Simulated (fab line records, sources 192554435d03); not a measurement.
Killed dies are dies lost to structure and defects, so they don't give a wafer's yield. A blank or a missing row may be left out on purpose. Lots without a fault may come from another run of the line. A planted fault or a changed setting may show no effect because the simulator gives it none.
Chamber matching | flow n5_finfet | N5_BEOL_M3_ALD_84 on ald_metal-02: 4 sister chambers
The step deposits TaN, pulse time 2 s, purge time 3 s, co reactant purge time 2 s. 8 wafers are shown with their chamber, then 10 later ones without.

WAFERS WITH THEIR CHAMBER
wafer  | chamber | heater_power_w (W) | precursor_vessel_temp_c (C)
L083.5 | 3       | 421                | 74.93
L080.1 | 3       | 419                | 75.12
L080.6 | 1       | 438                | 75.13
L085.1 | 2       | 450                | 75.02
L085.2 | 0       | 433                | 74.92
L085.4 | 1       | 437                | 74.80
L089.1 | 2       | 454                | 75.06
L089.2 | 0       | 436                | 74.85

WAFERS WITHOUT THEIR CHAMBER
wafer  | heater_power_w (W) | precursor_vessel_temp_c (C)
L089.6 | 437                | 75.09
L091.1 | 456                | 75.13
L091.4 | 426                | 74.80
L091.5 | 426                | 74.98
L093.3 | 461                | 74.94
L093.4 | 428                | 75.08
L093.6 | 432                | 75.09
L096.2 | 426                | 74.75
L096.3 | 432                | 75.08
L096.4 | 442                | 75.01

WHICH CHAMBER EACH WENT THROUGH
wafer  | from the rows above          | in truth
L089.6 | can't be placed: 1 or 0      | 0
L091.1 | 2                            | 2
L091.4 | can't be placed: 3 or 0      | 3
L091.5 | can't be placed: 3 or 0      | 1
L093.3 | 2                            | 2
L093.4 | can't be placed: 0 or 3 or 1 | 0
L093.6 | can't be placed: 0 or 1      | 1
L096.2 | can't be placed: 3 or 0      | 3
L096.3 | can't be placed: 0 or 1      | 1
L096.4 | can't be placed: 1 or 0      | 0
Placed correctly: 2 of 10. Can't be placed from these rows: 8 (the true chamber is among the candidates in 7). Placed wrongly: 0.
How it was worked out, from the rows above alone: a wafer's distance from a chamber is the root of the sum, over the readings, of the square of ((its reading less the chamber's mean) divided by the reading's scatter). The wafer belongs to the nearest chamber; if the next one is less than 2 further off, it can't be placed. A chamber's mean is the mean of its shown wafers. The scatter: the root of (the sum of the squares of (reading less its chamber's mean) over the shown wafers, divided by (wafers less chambers)).
